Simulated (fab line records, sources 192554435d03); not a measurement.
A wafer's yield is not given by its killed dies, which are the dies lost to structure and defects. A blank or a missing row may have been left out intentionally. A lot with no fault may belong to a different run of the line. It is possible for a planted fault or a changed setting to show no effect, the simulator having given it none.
Chamber matching    flow n5 finfet    N5_BEOL_M10_CURE_72 on uv cure-02: 3 sister chambers
The step cures SiCOH lowk, time 120 s. 3 wafers are shown with their chamber, then 10 later ones without.

EACH WAFER AND ITS CHAMBER
wafer   chamber  wafer_temp_C_max
L092.5  2        371.8
L093.6  1        372.2
L097.3  0        371.0

WAFERS WHOSE CHAMBER IS MISSING
wafer   wafer_temp_C_max
L097.5  371.2
L096.1  372.1
L096.3  371.7
L096.6  371.8
L094.1  371.0
L094.4  370.7
L094.5  370.8
L094.2  370.9
L094.3  371.0
L094.6  370.9

THE CHAMBER EACH PASSED THROUGH
wafer    from the rows above       in truth
L097.5   0                         0
L096.1   can't be placed: 1 or 2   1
L096.3   2                         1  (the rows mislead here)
L096.6   2                         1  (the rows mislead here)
L094.1   0                         0
L094.4   0                         0
L094.5   0                         0
L094.2   0                         0
L094.3   0                         0
L094.6   0                         0
Correctly placed: 7 of 10. Unplaceable from these rows: 1, with the true chamber sitting among the candidates in 1. Wrongly placed: 2.
How it was worked out, from the rows above alone: a wafer's distance from a chamber is the root of the sum, over the readings, of the square of ((its reading less the chamber's mean) divided by the reading's scatter). If the next closest chamber is less than 2 further off than the closest, the wafer can't be placed; otherwise it belongs to the closest. The mean given for a chamber averages the wafers shown for that chamber. The scatter: root of mean squared gap, hidden wafer to nearest shown wafer, with one shown wafer a chamber.
